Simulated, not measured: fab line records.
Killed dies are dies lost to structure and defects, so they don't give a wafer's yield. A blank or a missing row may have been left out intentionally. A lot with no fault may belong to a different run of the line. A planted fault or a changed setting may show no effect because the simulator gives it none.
Matching of chambers | flow nand-harc | NHARC_A_STAIRCASE_CMP_152 on cmp-02: 4 sister chambers
The step polishes. 20 wafers are shown with their chamber, then 10 later ones without.

EACH WAFER AND ITS CHAMBER
wafer  | chamber | motor-current-A (A)
L075.4 | 3       | 13.0
L075.5 | 2       | 11.3
L075.6 | 1       | 13.4
L074.1 | 1       | 13.1
L074.2 | 3       | 12.3
L074.6 | 2       | 11.2
L078.2 | 3       | 13.1
L078.3 | 0       | 10.5
L078.4 | 2       | 10.8
L081.2 | 3       | 12.7
L081.4 | 0       | 10.2
L081.5 | 2       | 11.6
L082.1 | 2       | 11.8
L082.2 | 0       | 10.2
L082.3 | 3       | 12.3
L087.1 | 2       | 12.0
L087.2 | 1       | 13.3
L087.4 | 0       | 10.3
L095.3 | 3       | 12.3
L095.5 | 1       | 12.6

SIGNATURES (means of the wafers above)
reading         | chamber 0 | chamber 1 | chamber 2 | chamber 3 | scatter within a chamber
motor-current-A | 10.300    | 13.100    | 11.450    | 12.617    | 0.361
Rule: a wafer's distance from a chamber is the root of the sum, over the readings, of the square of ((its reading less the chamber's mean) divided by the reading's scatter). If the next closest chamber is less than 2 further off than the closest, the wafer can't be placed; otherwise it belongs to the closest. The scatter is the square root of a quotient: the sum, over the shown wafers, of each reading's squared deviation from its chamber's mean, divided by wafers minus chambers.

WAFERS WITH NO CHAMBER GIVEN
wafer  | motor-current-A (A)
L095.6 | 9.3
L093.1 | 13.0
L093.2 | 10.5
L093.4 | 12.0
L093.3 | 12.1
L093.5 | 12.8
L093.6 | 11.9
L097.1 | 13.2
L097.2 | 13.9
L097.4 | 11.6

WHICH CHAMBER EACH WENT THROUGH
wafer  | from the rows above          | in truth
L095.6 | 0                            | 0
L093.1 | can't be placed: 1 or 3      | 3
L093.2 | 0                            | 0
L093.4 | can't be placed: 2 or 3 or 1 | 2
L093.3 | can't be placed: 3 or 2 or 1 | 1
L093.5 | can't be placed: 3 or 1      | 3
L093.6 | can't be placed: 2 or 3      | 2
L097.1 | can't be placed: 1 or 3      | 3
L097.2 | can't be placed: 1 or 3      | 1
L097.4 | 2                            | 2
3 of 10 placed correctly. From these rows, 7 cannot be placed; in 7 the true chamber is one of the candidates. Placed wrongly: 0.
